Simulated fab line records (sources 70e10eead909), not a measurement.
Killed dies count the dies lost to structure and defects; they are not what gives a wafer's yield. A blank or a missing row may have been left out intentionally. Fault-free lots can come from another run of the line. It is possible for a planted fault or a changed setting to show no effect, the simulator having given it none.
fab line records    flow nand_harc
record lots=12  wafers=35  last_day=33
route steps=1302 shown A_SGD_CUT@905 A_SLIT@928 END@1302
lots that met no fault: from a run of the same line without faults
start_h: hours from the record's first day to the start of the lot's first wafer shown    wait_h: hours since the lot's step before    " the same as in the row above    L1.1+2: a single row standing in for several wafers    - no value, or no start given    * or withheld: withheld    < > ~ a bound
route shown NAME@n: NAME is a module with steps in the file, n the number in the route of the first one    usual: average and standard deviation across the fault-free wafers    same: alike in all rows    chamber/n: place in a boat    sites: the reading at each site    _std_site: standard deviation across them    _edge_site: inner sites' mean taken away from outer sites' mean    radius_mm: for every site, how far away it sits from the centre of the wafer    mask NAME#n: copy n    behind: the most recent tool/chamber to have shaped the wafer    hold: what put the lot on hold/how long, in hours/how the hold closed    device: whichever transistor did not switch (one of n, p or np)    end of line: the tests these same wafers got at the end of their route    step lacking rows: just its recipe    killed: count of dies lost to structure and defects at first sort (not the wafer's yield)    map: dies across one wafer; x = killed, . = not, _ = none there
set.NAME: the setting the step ran with; set.NAME@STEP: the setting that earlier step ran with    model.NAME: the simulator's own value behind a step, which no gauge read
a sample of lots followed through the steps of the route, with each step as a table and each wafer as a row
services: the hour from which a tool's chamber was out of use, counted from the record's first day as start_h (under 0 if before that day), plus the number of hours and why
## steps
# step NHARC_A_SGD_CUT_ETCH_58
# recipe target_depth_a=390  over_etch_frac=0.3  time_s=65  ion_energy_ev=80  cf4_flow_sccm=150  ar_flow_sccm=0  rf_w=300  bias_w=100  chemistry=CF4
# usual drypump_motor_current_A=5.7/0.46  oes_product_au=1.001/0.011  rf_vpp_V=151.6/1.2  showerhead_plenum_p_Torr=1.80/0.077  throttle_valve_pct=13.284/0.0098
lot.wafer  tool         chamber  start_h  wait_h  drypump_motor_current_A  oes_product_au  rf_hours_counter_h  rf_vpp_V  showerhead_plenum_p_Torr  throttle_valve_pct
L365.3     rie_diel-02  0        447.93   0.1     5.8                      1.006           4                   153.9     1.89                      13.295
L365.2     "            1        "        "       5.1                      1.009           4                   150.4     1.66                      13.278
L365.5     "            1        "        "       5.1                      1.011           -                   149.6     1.66                      13.262
L366.3     rie_diel-05  2        456.42   0.1     5.7                      1.018           4                   151.3     1.84                      13.296
L366.6     "            3        "        "       6.3                      0.989           -                   151.1     1.65                      13.273
L366.5     "            0        "        "       5.3                      1.007           -                   151.4     1.82                      13.291
L367.3     rie_diel-05  1        461.92   0.1     6.2                      0.989           5                   152.3     1.78                      13.273
L367.4     "            2        "        "       5.8                      1.012           5                   151.1     1.84                      13.268
L367.5     "            2        "        "       5.8                      1.016           -                   152.7     1.84                      13.266
L368.3     rie_diel-12  3        497.96   0.1     5.0                      1.014           2                   151.5     1.85                      13.288
L368.2     "            0        "        "       6.0                      0.987           2                   151.9     1.82                      13.281
L368.5     "            2        "        "       5.7                      0.987           -                   150.7     1.72                      13.281
L370.2     rie_diel-05  0        508.58   0.1     5.3                      1.026           9                   151.6     1.81                      13.274
L370.4     "            0        "        "       5.3                      1.021           -                   150.7     1.81                      13.268
L370.6     "            1        "        "       6.3                      1.002           -                   150.9     1.78                      13.280
L371.2     rie_diel-12  1        508.85   0.1     6.3                      1.004           2                   153.4     1.87                      13.283
L371.3     "            2        "        "       5.8                      0.991           2                   151.0     1.72                      13.279
L371.1     "            0        "        "       6.0                      0.997           2                   150.8     1.82                      13.284
L372.3     rie_diel-02  0        509.95   0.1     5.8                      1.000           8                   152.4     1.89                      13.274
L372.1     "            3        "        "       5.1                      1.033           8                   151.1     1.84                      13.290
L372.6     "            1        "        "       5.1                      1.008           -                   150.0     1.66                      13.290
L373.4     rie_diel-12  2        535.89   0.1     5.7                      0.992           3                   149.8     1.72                      13.264
L373.3     "            0        "        "       6.0                      0.980           3                   152.7     1.82                      13.276
L373.5     "            2        "        "       5.7                      0.990           -                   149.9     1.72                      13.293
L374.2     rie_diel-02  0        539.91   0.1     5.7                      0.988           11                  153.1     1.89                      13.304
L374.5     "            0        "        "       5.8                      0.985           -                   152.6     1.89                      13.293
L374.6     "            1        "        "       5.1                      0.989           -                   149.5     1.66                      13.279
L379.3     rie_diel-02  0        591.36   0.1     5.8                      1.018           1                   153.6     1.89                      13.299
L379.2     "            2        "        "       5.2                      1.008           1                   150.7     1.80                      13.288
L382.1     rie_diel-02  3        630.90   0.1     5.1                      1.005           5                   152.1     1.83                      13.270
L382.5     "            3        "        "       5.1                      1.005           -                   152.4     1.83                      13.301
L382.6     "            0        "        "       5.8                      1.019           -                   154.0     1.89                      13.280
L387.3     rie_diel-12  2        660.79   0.1     5.7                      0.985           2                   151.0     1.71                      13.300
L387.1     "            3        "        "       5.0                      1.003           2                   151.3     1.85                      13.304
L387.6     "            1        "        "       6.3                      0.997           -                   152.8     1.87                      13.284
# step NHARC_A_SLIT_SOFTBAKE_04
# recipe temp_c=105  time_s=55
# usual heater_power_total_W=188.44/0.13
lot.wafer  tool            chamber  start_h  wait_h  heater_power_total_W
L365.2     litho_track-01  0        461      -       188.38
L365.3     "               0        "        "       188.37
L365.5     "               0        "        "       188.65
L366.3     litho_track-04  0        468      -       188.69
L366.5     "               0        "        "       188.39
L366.6     "               0        "        "       188.28
L367.3     litho_track-01  0        476      -       188.66
L367.4     "               0        "        "       188.37
L367.5     "               0        "        "       188.40
L368.2     litho_track-04  0        510      -       188.50
L368.3     "               0        "        "       188.38
L368.5     "               0        "        "       188.24
L371.1     litho_track-04  0        521      -       188.42
L371.2     "               0        "        "       188.42
L371.3     "               0        "        "       188.45
L372.1     litho_track-06  0        523      -       188.36
L372.3     "               0        "        "       188.39
L372.6     "               0        "        "       188.41
L370.2     litho_track-06  0        524      -       188.32
L370.4     "               0        "        "       188.32
L370.6     "               0        "        "       188.68
L373.3     litho_track-04  0        547      -       188.58
L373.4     "               0        "        "       188.42
L373.5     "               0        "        "       188.32
L374.2     litho_track-04  0        551      -       188.48
L374.5     "               0        "        "       188.42
L374.6     "               0        "        "       188.49
L379.2     litho_track-06  0        603      -       188.69
L379.3     "               0        "        "       218.99
L382.1     litho_track-04  0        639      -       188.78
L382.5     "               0        "        "       188.76
L382.6     "               0        "        "       188.35
L387.1     litho_track-01  0        672      -       188.47
L387.3     "               0        "        "       188.36
L387.6     "               0        "        "       188.35
# step NHARC_A_SLIT_ETCH_24
# recipe target_depth_a=1210  time_s=60.5  cf4_flow_sccm=100  chf3_flow_sccm=30  ar_flow_sccm=0  rf_w=500  bias_w=200  chemistry=CF4/CHF3
# usual drypump_motor_current_A=5.3/0.46  oes_product_au=0.960/0.02  rf_vpp_V=370.6/2.6  showerhead_plenum_p_Torr=1.57/0.073  throttle_valve_pct=16.803/0.0094
lot.wafer  tool         chamber  start_h  wait_h  drypump_motor_current_A  oes_product_au  rf_hours_counter_h  rf_vpp_V  showerhead_plenum_p_Torr  throttle_valve_pct
L365.3     rie_diel-03  2        462.06   0.1     5.2                      0.954           6                   374.2     1.67                      16.822
L365.2     "            0        "        "       5.1                      0.926           6                   373.4     1.66                      16.805
L365.5     "            2        "        "       5.2                      0.940           -                   373.7     1.67                      16.821
L366.3     rie_diel-06  1        469.38   0.1     5.5                      0.946           9                   367.2     1.47                      16.801
L366.5     "            2        "        "       5.2                      0.950           -                   368.1     1.50                      16.801
L366.6     "            3        "        "       6.6                      0.944           -                   368.1     1.47                      16.809
L367.3     rie_diel-03  3        477.50   0.1     4.9                      0.944           7                   371.4     1.59                      16.809
L367.4     "            1        "        "       5.1                      0.974           8                   368.2     1.53                      16.811
L367.5     "            2        "        "       5.1                      0.967           -                   373.4     1.67                      16.806
L368.3     rie_diel-13  0        511.14   0.1     5.7                      0.965           10                  369.8     1.55                      16.813
L368.2     "            3        "        "       5.5                      0.911           9                   373.7     1.66                      16.807
L368.5     "            1        "        "       4.7                      0.910           -                   367.6     1.48                      16.794
L371.3     rie_diel-06  2        521.90   0.1     5.3                      0.963           2                   367.0     1.50                      16.816
L371.1     "            3        "        "       6.5                      0.967           1                   367.1     1.47                      16.804
L371.2     "            1        "        "       5.5                      0.976           1                   366.5     1.47                      16.787
L372.1     rie_diel-06  0        524.15   0.1     5.6                      0.963           2                   371.6     1.60                      16.801
L372.3     "            2        "        "       5.2                      0.976           3                   367.2     1.50                      16.794
L372.6     "            1        "        "       5.6                      0.973           -                   365.5     1.47                      16.807
L370.4     rie_diel-03  0        525.53   0.1     5.1                      0.968           1                   373.4     1.66                      16.826
L370.2     "            2        "        "       5.2                      0.978           1                   373.8     1.67                      16.810
L370.6     "            0        "        "       5.1                      0.974           -                   372.7     1.65                      16.801
L373.4     rie_diel-03  0        548.68   0.1     5.1                      0.982           2                   373.1     1.65                      16.821
L373.3     "            1        "        "       5.1                      0.970           3                   369.4     1.53                      16.786
L373.5     "            2        "        "       5.2                      0.970           -                   372.5     1.67                      16.793
L374.2     rie_diel-03  3        552.40   0.1     4.9                      0.956           4                   372.2     1.59                      16.794
L374.6     "            1        "        "       5.1                      0.993           -                   369.3     1.53                      16.798
L374.5     "            2        "        "       5.2                      0.974           -                   373.8     1.67                      16.790
L379.2     rie_diel-03  3        604.04   0.1     4.9                      0.948           7                   370.3     1.59                      16.792
L379.3     "            0        "        "       5.1                      0.973           8                   371.9     1.65                      16.807
L382.1     rie_diel-03  3        639.96   0.1     4.9                      0.931           9                   370.8     1.59                      16.815
L382.6     "            3        "        "       4.9                      0.925           -                   370.2     1.59                      16.807
L382.5     "            0        "        "       5.1                      0.928           -                   373.5     1.65                      16.814
L387.1     rie_diel-03  1        672.77   0.1     5.1                      0.982           0                   369.2     1.53                      16.813
L387.3     "            0        "        "       5.1                      0.974           0                   371.5     1.65                      16.807
L387.6     "            2        "        "       5.2                      0.987           -                   374.5     1.67                      16.826
# step NHARC_A_SLIT_ETCH_15
# recipe target_depth_a=62000  over_etch_frac=0.3  time_s=1612  ion_energy_ev=150  o2_flow_sccm=400  cos_flow_sccm=20  ar_flow_sccm=0  rf_w=500  bias_w=300  chemistry=O2/COS
# usual drypump_motor_current_A=5.3/0.46  oes_product_au=1.002/0.0095  rf_vpp_V=314.2/2.4  showerhead_plenum_p_Torr=3.12/0.14  throttle_valve_pct=28.329/0.0099
lot.wafer  tool         chamber  start_h  wait_h  drypump_motor_current_A  oes_product_au  rf_hours_counter_h  rf_vpp_V  showerhead_plenum_p_Torr  throttle_valve_pct
L365.3     rie_diel-03  2        -        -       5.1                      1.010           7                   318.4     3.32                      28.339
L365.2     "            3        "        "       5.0                      1.005           6                   314.9     3.16                      28.325
L365.5     "            2        "        "       5.2                      1.012           -                   316.7     3.32                      28.315
L366.3     rie_diel-06  3        -        -       6.6                      0.995           8                   311.2     2.92                      28.328
L366.5     "            3        "        "       6.6                      0.993           -                   311.4     2.92                      28.330
L366.6     "            0        "        "       5.6                      0.997           -                   314.2     3.18                      28.325
L367.4     rie_diel-03  0        -        -       5.1                      0.989           7                   315.5     3.28                      28.334
L367.3     "            1        "        "       5.1                      1.006           8                   314.2     3.04                      28.330
L367.5     "            0        "        "       5.1                      0.995           -                   315.6     3.28                      28.328
L368.3     rie_diel-13  2        -        -       4.9                      0.992           10                  315.2     3.18                      28.328
L368.2     "            0        "        "       5.8                      0.981           10                  313.1     3.07                      28.335
L368.5     "            2        "        "       4.9                      0.996           -                   314.6     3.18                      28.337
L371.1     rie_diel-06  2        -        -       5.2                      1.007           2                   310.9     2.98                      28.341
L371.3     "            3        "        "       6.6                      1.010           2                   311.7     2.92                      28.344
L371.2     "            0        "        "       5.6                      0.995           1                   315.2     3.18                      28.337
L372.1     rie_diel-06  3        -        -       6.6                      1.015           2                   311.0     2.92                      28.319
L372.3     "            0        "        "       5.6                      0.997           2                   316.3     3.18                      28.340
L372.6     "            2        "        "       5.3                      0.998           -                   311.3     2.98                      28.335
L370.4     rie_diel-03  3        -        -       4.9                      0.995           1                   315.1     3.16                      28.324
L370.2     "            0        "        "       5.1                      1.001           1                   316.2     3.28                      28.327
L370.6     "            2        "        "       5.2                      1.007           -                   318.7     3.32                      28.321
L373.3     rie_diel-03  0        -        -       5.1                      1.015           3                   316.6     3.28                      28.336
L373.4     "            2        "        "       5.1                      1.022           3                   316.8     3.32                      28.332
L373.5     "            1        "        "       5.1                      1.004           -                   314.9     3.04                      28.335
L374.2     rie_diel-03  1        -        -       5.1                      1.019           5                   313.0     3.04                      28.333
L374.5     "            0        "        "       5.1                      1.017           -                   316.5     3.28                      28.317
L374.6     "            1        "        "       5.1                      1.001           -                   312.1     3.04                      28.310
L379.3     rie_diel-03  3        -        -       4.9                      0.984           7                   315.4     3.16                      28.322
L379.2     "            2        "        "       5.2                      1.011           7                   318.4     3.31                      28.342
L382.1     rie_diel-03  2        -        -       5.2                      1.012           9                   317.8     3.31                      28.303
L382.5     "            1        "        "       5.1                      1.005           -                   313.2     3.04                      28.334
L382.6     "            2        "        "       5.2                      1.006           -                   316.4     3.31                      28.337
L387.3     rie_diel-03  2        -        -       5.2                      1.012           0                   316.0     3.31                      28.332
L387.1     "            3        "        "       5.0                      0.991           0                   315.7     3.16                      28.352
L387.6     "            0        "        "       5.1                      1.010           -                   317.0     3.28                      28.332
# step NHARC_END_SORT_01
# recipe temp_c=25
# usual killed_at_array=53/19  killed_at_other=0.8/1.2  killed_at_periphery=3.7/2.3  killed_dies=57/19  killed_open=3.2/1.7  killed_short=2.6/1.8
# same gross_dies=677
lot.wafer  tool       chamber  start_h  wait_h  killed_at_array  killed_at_other  killed_at_periphery  killed_dies  killed_open  killed_short
L365.2     prober-02  0        580.52   2.8     56               1                3                    60           3            4
L365.3     prober-02  0        581.33   3.1     57               0                6                    63           2            3
L365.5     prober-02  0        582.95   3.7     57               0                8                    65           6            2
L366.3     prober-01  0        589.01   3.0     45               0                3                    48           2            5
L366.5     prober-01  0        590.58   3.6     47               0                2                    49           3            2
L366.6     prober-01  0        591.36   3.9     44               0                0                    44           1            1
L367.3     prober-02  0        593.09   3.1     25               0                12                   37           5            2
L367.4     prober-02  0        593.90   3.4     37               0                6                    43           2            3
L367.5     prober-02  0        594.70   3.7     31               0                6                    37           6            4
L368.2     prober-01  0        624.27   2.8     85               0                1                    86           3            0
L368.3     prober-01  0        625.07   3.1     95               0                3                    98           3            3
L368.5     prober-01  0        626.66   3.7     82               0                1                    83           0            0
L371.1     prober-01  0        632.97   2.5     73               2                1                    76           2            1
L371.2     prober-01  0        633.78   2.8     80               0                1                    81           4            3
L371.3     prober-01  0        634.59   3.1     64               0                3                    67           6            3
L372.1     prober-01  0        640.83   2.5     60               0                4                    64           1            2
L372.3     prober-01  0        642.42   3.1     77               0                5                    82           5            3
L372.6     prober-01  0        644.79   4.0     62               3                3                    68           2            0
L370.2     prober-02  0        641.59   2.8     26               1                2                    29           1            1
L370.4     prober-02  0        643.20   3.4     29               1                3                    33           3            2
L370.6     prober-02  0        644.81   4.0     27               3                1                    31           5            0
L373.3     prober-01  0        663.79   3.1     53               0                2                    55           4            1
L373.4     prober-01  0        664.60   3.4     44               1                2                    47           4            1
L373.5     prober-01  0        665.41   3.7     43               2                5                    50           6            2
L374.2     prober-02  0        670.82   2.8     84               0                4                    88           1            5
L374.5     prober-02  0        673.25   3.7     93               0                4                    97           2            1
L374.6     prober-02  0        674.06   4.0     69               1                2                    72           6            1
L379.2     prober-02  0        717.56   2.9     82               0                5                    87           3            0
L379.3     prober-02  0        718.38   3.2     81               1                3                    85           4            3
L382.1     prober-01  0        761.56   2.5     60               0                3                    63           3            3
L382.5     prober-01  0        764.75   3.7     53               0                3                    56           2            3
L382.6     prober-01  0        765.54   4.0     66               0                2                    68           5            2
L387.1     prober-02  0        783.01   2.5     50               0                3                    53           3            2
L387.3     prober-02  0        784.61   3.1     43               1                3                    47           2            3
L387.6     prober-02  0        787.01   4.0     42               2                2                    46           2            2
# killed by level:class
L365.2 A_CHANNEL_HOLE_D1:chamber_film_flake=30 A_CHANNEL_HOLE_D2:chamber_film_flake=16 A_STAIRCASE:chamber_film_flake=3 A_CONTACT:chamber_film_flake=2 P_M0:geometric_particle:open=1 P_M0:geometric_particle:short=1 A_ONON_D1:geometric_particle:open=1 A_SGD_CUT:geometric_particle:short=1
L365.3 A_CHANNEL_HOLE_D1:chamber_film_flake=22 A_CHANNEL_HOLE_D2:chamber_film_flake=20 A_CONTACT:chamber_film_flake=6 A_CHANNEL_FILL_D2:chamber_film_flake=3 A_STAIRCASE:chamber_film_flake=3 P_STI:geometric_particle:open=1 P_GATE:geometric_particle:short=1 P_M0:geometric_particle:open=1
L365.5 A_CHANNEL_HOLE_D2:chamber_film_flake=26 A_CHANNEL_HOLE_D1:chamber_film_flake=13 A_CONTACT:chamber_film_flake=9 A_STAIRCASE:chamber_film_flake=3 P_GATE:geometric_particle:open=2 P_GATE:chamber_film_flake=2 P_CONTACT:geometric_particle:open=1 P_M0:geometric_particle:short=1
L366.3 A_SLIT:chamber_film_flake=12 A_CHANNEL_HOLE_D2:chamber_film_flake=11 A_CONTACT:chamber_film_flake=7 A_STAIRCASE:chamber_film_flake=6 P_CONTACT:chamber_film_flake=2 A_CHANNEL_FILL_D2:chamber_film_flake=2 P_M0:geometric_particle:open=1 A_SOURCE_PLATE:geometric_particle:short=1
L366.5 A_SLIT:chamber_film_flake=23 A_CONTACT:chamber_film_flake=10 A_CHANNEL_HOLE_D2:chamber_film_flake=6 A_CHANNEL_HOLE_D1:chamber_film_flake=2 P_CONTACT:geometric_particle:open=1 A_CHANNEL_HOLE_D1:geometric_particle:short=1 A_CHANNEL_FILL_D2:geometric_particle:short=1 A_CHANNEL_FILL_D2:geometric_particle:open=1
L366.6 A_SLIT:chamber_film_flake=20 A_STAIRCASE:chamber_film_flake=8 A_CONTACT:chamber_film_flake=6 A_CHANNEL_HOLE_D2:chamber_film_flake=3 A_ZERO_WELL:chamber_film_flake=2 A_CHANNEL_HOLE_D1:chamber_film_flake=2 A_CHANNEL_HOLE_D2:geometric_particle:short=1 A_WL_FILL:geometric_particle:open=1
L367.3 A_CHANNEL_HOLE_D2:chamber_film_flake=16 P_GATE:chamber_film_flake=5 P_M0:chamber_film_flake=4 P_CONTACT:geometric_particle:open=2 A_CONTACT:chamber_film_flake=2 P_GATE:geometric_particle:open=1 A_CHANNEL_FILL_D1:geometric_particle:short=1 A_DECK1_JOINT:geometric_particle:open=1
L367.4 A_CHANNEL_HOLE_D2:chamber_film_flake=29 P_M0:chamber_film_flake=4 A_CHANNEL_FILL_D2:geometric_particle:short=2 A_ONON_D1:geometric_particle:open=1 A_WL_FILL:geometric_particle:short=1 A_CONTACT:geometric_particle:open=1 P_GATE:chamber_film_flake=1 P_M2:chamber_film_flake=1
L367.5 A_CHANNEL_HOLE_D2:chamber_film_flake=16 A_CONTACT:chamber_film_flake=3 A_ONON_D2:geometric_particle:short=2 P_M0:chamber_film_flake=2 A_CHANNEL_HOLE_D1:chamber_film_flake=2 P_CONTACT:geometric_particle:open=1 P_M0:geometric_particle:short=1 A_CHANNEL_FILL_D1:geometric_particle:open=1
L368.2 A_CHANNEL_HOLE_D1:chamber_film_flake=26 A_CHANNEL_HOLE_D2:chamber_film_flake=26 A_SLIT:chamber_film_flake=18 A_STAIRCASE:chamber_film_flake=4 A_CONTACT:chamber_film_flake=4 A_BLC:chamber_film_flake=3 A_DECK1_JOINT:geometric_particle:open=2 A_SOURCE_PLATE:geometric_particle:open=1
L368.3 A_CHANNEL_HOLE_D2:chamber_film_flake=30 A_SLIT:chamber_film_flake=28 A_CHANNEL_HOLE_D1:chamber_film_flake=17 A_CONTACT:chamber_film_flake=9 A_STAIRCASE:chamber_film_flake=3 A_BLC:chamber_film_flake=3 P_CONTACT:geometric_particle:open=1 A_ONON_D1:geometric_particle:short=1
L368.5 A_CHANNEL_HOLE_D2:chamber_film_flake=23 A_SLIT:chamber_film_flake=23 A_CHANNEL_HOLE_D1:chamber_film_flake=22 A_CONTACT:chamber_film_flake=7 A_BLC:chamber_film_flake=4 A_STAIRCASE:chamber_film_flake=2 P_BONDPAD:chamber_film_flake=1 A_CHANNEL_FILL_D2:chamber_film_flake=1
L371.1 A_SLIT:chamber_film_flake=24 A_CHANNEL_HOLE_D2:chamber_film_flake=13 A_CHANNEL_HOLE_D1:chamber_film_flake=12 A_BONDPAD:chamber_film_flake=7 A_BLC:chamber_film_flake=5 A_STAIRCASE:chamber_film_flake=3 A_CONTACT:chamber_film_flake=3 THIN_TSV:chamber_film_flake=2
L371.2 A_SLIT:chamber_film_flake=23 A_CHANNEL_HOLE_D1:chamber_film_flake=22 A_CHANNEL_HOLE_D2:chamber_film_flake=20 A_STAIRCASE:chamber_film_flake=4 A_CHANNEL_HOLE_D1:geometric_particle:open=2 A_CHANNEL_HOLE_D1:geometric_particle:short=2 A_DECK1_JOINT:chamber_film_flake=2 P_GATE:geometric_particle:open=1
L371.3 A_SLIT:chamber_film_flake=22 A_CHANNEL_HOLE_D1:chamber_film_flake=13 A_CHANNEL_HOLE_D2:chamber_film_flake=8 A_STAIRCASE:chamber_film_flake=4 A_SOURCE_PLATE:geometric_particle:open=2 A_CHANNEL_FILL_D1:geometric_particle:open=2 A_ZERO_WELL:chamber_film_flake=2 A_CHANNEL_FILL_D1:chamber_film_flake=2
L372.1 A_SLIT:chamber_film_flake=24 A_CHANNEL_HOLE_D1:chamber_film_flake=16 A_CHANNEL_HOLE_D2:chamber_film_flake=11 P_ZERO_WELL:chamber_film_flake=3 A_CONTACT:chamber_film_flake=2 A_SOURCE_PLATE:geometric_particle:short=1 A_ONON_D1:geometric_particle:short=1 A_DECK1_JOINT:geometric_particle:open=1
L370.2 A_CHANNEL_HOLE_D2:chamber_film_flake=9 A_CONTACT:chamber_film_flake=7 A_CHANNEL_HOLE_D1:chamber_film_flake=6 P_M1:geometric_particle:open=1 A_SOURCE_PLATE:geometric_particle:short=1 P_STI:chamber_film_flake=1 A_STAIRCASE:chamber_film_flake=1 A_SLIT:chamber_film_flake=1
L372.3 A_CHANNEL_HOLE_D1:chamber_film_flake=32 A_CHANNEL_HOLE_D2:chamber_film_flake=15 A_SLIT:chamber_film_flake=15 A_ZERO_WELL:chamber_film_flake=3 A_WL_FILL:chamber_film_flake=3 A_WL_FILL:geometric_particle:short=2 P_CONTACT:geometric_particle:short=1 P_CONTACT:geometric_particle:open=1
L370.4 A_CHANNEL_HOLE_D2:chamber_film_flake=8 A_CONTACT:chamber_film_flake=4 A_CHANNEL_HOLE_D1:chamber_film_flake=3 A_STAIRCASE:chamber_film_flake=3 A_BONDPAD:chamber_film_flake=3 P_STI:chamber_film_flake=2 A_CHANNEL_FILL_D1:geometric_particle:open=1 A_DECK1_JOINT:geometric_particle:short=1
L372.6 A_SLIT:chamber_film_flake=21 A_CHANNEL_HOLE_D1:chamber_film_flake=16 A_CHANNEL_HOLE_D2:chamber_film_flake=15 A_BLC:chamber_film_flake=4 P_BONDPAD:chamber_film_flake=3 THIN_TSV:chamber_film_flake=3 A_CONTACT:chamber_film_flake=2 A_CHANNEL_FILL_D1:geometric_particle:open=1
L370.6 A_CHANNEL_HOLE_D2:chamber_film_flake=6 A_CONTACT:chamber_film_flake=4 A_CHANNEL_HOLE_D1:chamber_film_flake=3 A_BLC:chamber_film_flake=3 THIN_TSV:chamber_film_flake=3 A_DECK1_JOINT:geometric_particle:open=2 A_CHANNEL_FILL_D2:chamber_film_flake=2 P_M0:geometric_particle:open=1
L373.3 A_CHANNEL_HOLE_D1:chamber_film_flake=30 A_CHANNEL_HOLE_D2:chamber_film_flake=9 A_DECK1_JOINT:chamber_film_flake=4 A_CONTACT:chamber_film_flake=4 A_SLIT:chamber_film_flake=2 P_M0:geometric_particle:open=1 P_M2:geometric_particle:open=1 A_SOURCE_PLATE:geometric_particle:open=1
L373.4 A_CHANNEL_HOLE_D2:chamber_film_flake=17 A_CHANNEL_HOLE_D1:chamber_film_flake=15 A_DECK1_JOINT:chamber_film_flake=2 A_WL_FILL:chamber_film_flake=2 A_CONTACT:chamber_film_flake=2 A_CHANNEL_FILL_D1:geometric_particle:open=1 A_CHANNEL_HOLE_D2:geometric_particle:open=1 A_SGD_CUT:geometric_particle:short=1
L373.5 A_CHANNEL_HOLE_D1:chamber_film_flake=21 A_CHANNEL_HOLE_D2:chamber_film_flake=16 P_CONTACT:geometric_particle:open=3 THIN_TSV:chamber_film_flake=2 P_CONTACT:geometric_particle:short=1 A_CHANNEL_FILL_D1:geometric_particle:short=1 A_DECK1_JOINT:geometric_particle:open=1 A_CHANNEL_FILL_D2:geometric_particle:open=1
L374.2 A_SLIT:chamber_film_flake=34 A_CHANNEL_HOLE_D1:chamber_film_flake=16 A_CONTACT:chamber_film_flake=14 A_CHANNEL_HOLE_D2:chamber_film_flake=10 A_DECK1_JOINT:geometric_particle:short=2 P_M1:chamber_film_flake=2 A_CHANNEL_FILL_D2:chamber_film_flake=2 A_STAIRCASE:chamber_film_flake=2
L374.5 A_CHANNEL_HOLE_D1:chamber_film_flake=35 A_SLIT:chamber_film_flake=27 A_CHANNEL_HOLE_D2:chamber_film_flake=14 A_CONTACT:chamber_film_flake=11 P_STI:chamber_film_flake=2 P_GATE:geometric_particle:short=1 A_ONON_D1:geometric_particle:open=1 A_M1:geometric_particle:open=1
L374.6 A_SLIT:chamber_film_flake=22 A_CHANNEL_HOLE_D1:chamber_film_flake=16 A_CHANNEL_HOLE_D2:chamber_film_flake=14 A_CONTACT:chamber_film_flake=9 A_DECK1_JOINT:geometric_particle:open=2 A_CONTACT:geometric_particle:open=2 P_STI:chamber_film_flake=2 A_CHANNEL_FILL_D1:geometric_particle:open=1
L379.2 A_CHANNEL_HOLE_D1:chamber_film_flake=33 A_SLIT:chamber_film_flake=28 A_CHANNEL_HOLE_D2:chamber_film_flake=16 P_STI:chamber_film_flake=2 A_STAIRCASE:chamber_film_flake=2 P_CONTACT:geometric_particle:open=1 P_M2:geometric_particle:open=1 A_BLC:geometric_particle:open=1
L379.3 A_SLIT:chamber_film_flake=27 A_CHANNEL_HOLE_D1:chamber_film_flake=21 A_CHANNEL_HOLE_D2:chamber_film_flake=18 A_STAIRCASE:chamber_film_flake=6 A_M0:chamber_film_flake=2 P_M2:geometric_particle:open=1 A_SOURCE_PLATE:geometric_particle:short=1 A_DECK1_JOINT:geometric_particle:open=1
L382.1 A_CHANNEL_HOLE_D1:chamber_film_flake=30 A_CHANNEL_HOLE_D2:chamber_film_flake=17 A_STAIRCASE:chamber_film_flake=3 P_M2:chamber_film_flake=2 P_CONTACT:geometric_particle:short=1 A_DECK1_JOINT:geometric_particle:short=1 A_ONON_D2:geometric_particle:short=1 A_CHANNEL_FILL_D2:geometric_particle:open=1
L382.5 A_CHANNEL_HOLE_D2:chamber_film_flake=23 A_CHANNEL_HOLE_D1:chamber_film_flake=17 P_M2:chamber_film_flake=2 A_CONTACT:chamber_film_flake=2 A_STAIRCASE:chamber_film_flake=2 A_ONON_D1:geometric_particle:short=1 A_DECK1_JOINT:geometric_particle:open=1 A_WL_FILL:geometric_particle:short=1
L382.6 A_CHANNEL_HOLE_D1:chamber_film_flake=28 A_CHANNEL_HOLE_D2:chamber_film_flake=19 A_SLIT:chamber_film_flake=5 A_CONTACT:chamber_film_flake=3 A_DECK1_JOINT:geometric_particle:short=2 A_SGD_CUT:chamber_film_flake=2 A_WL_FILL:chamber_film_flake=2 P_M0:geometric_particle:open=1
L387.1 A_CHANNEL_HOLE_D2:chamber_film_flake=30 A_SLIT:chamber_film_flake=11 P_GATE:chamber_film_flake=2 A_WL_FILL:chamber_film_flake=2 A_CONTACT:chamber_film_flake=2 P_M0:geometric_particle:open=1 A_ONON_D1:geometric_particle:short=1 A_CHANNEL_FILL_D1:geometric_particle:open=1
L387.3 A_CHANNEL_HOLE_D2:chamber_film_flake=25 A_SLIT:chamber_film_flake=5 A_CONTACT:chamber_film_flake=4 P_GATE:chamber_film_flake=2 A_WL_FILL:chamber_film_flake=2 A_ONON_D1:geometric_particle:short=1 A_CHANNEL_HOLE_D1:geometric_particle:open=1 A_DECK1_JOINT:geometric_particle:short=1
L387.6 A_CHANNEL_HOLE_D2:chamber_film_flake=23 A_SLIT:chamber_film_flake=8 A_CONTACT:chamber_film_flake=6 A_ONON_D1:geometric_particle:open=1 A_SGD_CUT:geometric_particle:open=1 A_SGD_CUT:geometric_particle:short=1 P_STI:chamber_film_flake=1 P_GATE:chamber_film_flake=1
## services
tool            chamber  start_h  hours  kind
rie_diel-06     3        443.36   4.9    repair
rie_diel-03     3        445.08   7.5    repair
rie_diel-12     -        445.41   9.0    pm
rie_diel-02     1        456.81   6.0    repair
rie_diel-06     3        461.84   2.4    repair
rie_diel-02     -        473.42   0.6    repair
rie_diel-02     2        479.85   9.2    repair
rie_diel-03     -        480.35   9.0    pm
rie_diel-06     -        484.20   9.0    pm
rie_diel-03     -        497.28   0.6    repair
rie_diel-06     -        501.90   0.4    repair
rie_diel-03     0        519.16   3.2    repair
rie_diel-06     -        539.51   0.7    repair
litho_track-04  -        553.01   7.0    pm
rie_diel-03     3        559.59   2.6    repair
rie_diel-02     -        570.91   9.0    pm
rie_diel-02     1        582.83   12.4   repair
rie_diel-03     1        623.99   6.2    repair
rie_diel-02     0        632.90   13.4   repair
rie_diel-06     0        636.23   3.5    repair
rie_diel-02     -        644.17   0.5    repair
rie_diel-03     -        648.71   0.5    repair
rie_diel-03     -        657.35   9.0    pm
rie_diel-06     -        661.20   9.0    pm
## key
first_sign step=NHARC_A_SLIT_SOFTBAKE_04  reading=heater_power_total_W  direction=up  sigmas=99+  usual=*  struck=*
effect none on later readings
met_at NHARC_A_SLIT_SOFTBAKE_04
struck_lots L379
struck_wafers L379.3
tester_left_out L379
not_acting_at NHARC_A_SGD_CUT_ETCH_58,NHARC_A_SLIT_ETCH_24,NHARC_A_SLIT_ETCH_15
fault kind=process_parameter_drift  tool=litho_track-06  chamber=-  onset_h=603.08  steps=NHARC_A_SLIT_SOFTBAKE_04  channel=time_s  offset=*  shape=step  end_h=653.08  scope=struck_wafers_only  acts_in=*  stated=*
# tester_left_out: of these lots the tester's yield and bins aren't shown, on N5 and GAA mostly nor the transistor test; their killed dies are dies lost to structure and defects alone, not to doping, threshold or leakage, so they don't give the yield
